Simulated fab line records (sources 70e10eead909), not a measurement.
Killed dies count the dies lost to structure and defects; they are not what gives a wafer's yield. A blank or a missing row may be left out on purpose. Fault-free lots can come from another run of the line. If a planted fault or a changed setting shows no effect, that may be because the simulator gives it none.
Matching of chambers || flow nand harc || NHARC_P_M0_PRE_CLEAN_31 on pecvd-01 has 3 sister chambers
The step time 12 s. 14 wafers are shown with their chamber, then 7 later ones without.

## WAFERS, EACH WITH ITS CHAMBER
{"wafer": "L075.1", "chamber": 1, "heater power w (W)": 753, "rf fwd power W (W)": 293.4}
{"wafer": "L075.2", "chamber": 0, "heater power w (W)": 745, "rf fwd power W (W)": 293.1}
{"wafer": "L075.6", "chamber": 1, "heater power w (W)": 751, "rf fwd power W (W)": 291.5}
{"wafer": "L079.4", "chamber": 2, "heater power w (W)": 673, "rf fwd power W (W)": 293.4}
{"wafer": "L079.5", "chamber": 0, "heater power w (W)": 682, "rf fwd power W (W)": 292.9}
{"wafer": "L079.6", "chamber": 1, "heater power w (W)": 669, "rf fwd power W (W)": 292.5}
{"wafer": "L080.4", "chamber": 2, "heater power w (W)": 657, "rf fwd power W (W)": 293.1}
{"wafer": "L080.5", "chamber": 1, "heater power w (W)": 717, "rf fwd power W (W)": 293.2}
{"wafer": "L080.6", "chamber": 0, "heater power w (W)": 670, "rf fwd power W (W)": 291.5}
{"wafer": "L081.1", "chamber": 0, "heater power w (W)": 713, "rf fwd power W (W)": 292.4}
{"wafer": "L081.3", "chamber": 1, "heater power w (W)": 763, "rf fwd power W (W)": 293.0}
{"wafer": "L081.6", "chamber": 1, "heater power w (W)": 778, "rf fwd power W (W)": 294.4}
{"wafer": "L082.1", "chamber": 0, "heater power w (W)": 626, "rf fwd power W (W)": 291.4}
{"wafer": "L082.2", "chamber": 2, "heater power w (W)": 681, "rf fwd power W (W)": 293.0}

SIGNATURES (averages over the wafers above)
{"reading": "heater power w", "chamber 0": 687.20, "chamber 1": 738.50, "chamber 2": 670.33, "scatter within a chamber": 38.4}
{"reading": "rf fwd power W", "chamber 0": 292.260, "chamber 1": 293.000, "chamber 2": 293.167, "scatter within a chamber": 0.809}
Rule: distance of a wafer from a chamber = root of the sum over the readings of ((wafer's reading minus chamber's mean) / reading's scatter) squared. The wafer belongs to the nearest chamber; if the next one is less than 2 further off, it can't be placed. How the scatter is found: for the shown wafers, subtract from each reading the mean of its chamber, square and add these, divide the total by (wafers less chambers), then take the root.

## WAFERS WITH NO CHAMBER GIVEN
{"wafer": "L082.4", "heater power w (W)": 628, "rf fwd power W (W)": 293.1}
{"wafer": "L083.1", "heater power w (W)": 690, "rf fwd power W (W)": 292.7}
{"wafer": "L083.2", "heater power w (W)": 747, "rf fwd power W (W)": 293.1}
{"wafer": "L083.3", "heater power w (W)": 673, "rf fwd power W (W)": 291.1}
{"wafer": "L088.1", "heater power w (W)": 675, "rf fwd power W (W)": 291.5}
{"wafer": "L088.5", "heater power w (W)": 726, "rf fwd power W (W)": 291.9}
{"wafer": "L088.6", "heater power w (W)": 741, "rf fwd power W (W)": 293.2}

## THE CHAMBER EACH PASSED THROUGH
{"wafer": "L082.4", "from the rows above": "can't be placed: 2 or 0 or 1", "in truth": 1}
{"wafer": "L083.1", "from the rows above": "can't be placed: 0 or 2 or 1", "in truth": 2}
{"wafer": "L083.2", "from the rows above": "can't be placed: 1 or 0 or 2", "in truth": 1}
{"wafer": "L083.3", "from the rows above": "can't be placed: 0 or 2 or 1", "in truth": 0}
{"wafer": "L088.1", "from the rows above": "can't be placed: 0 or 2 or 1", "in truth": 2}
{"wafer": "L088.5", "from the rows above": "can't be placed: 0 or 1 or 2", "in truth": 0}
{"wafer": "L088.6", "from the rows above": "can't be placed: 1 or 0 or 2", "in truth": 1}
Placed correctly: 0 of 7. From these rows, 7 cannot be placed; in 7 the true chamber is one of the candidates. 0 placed wrongly.
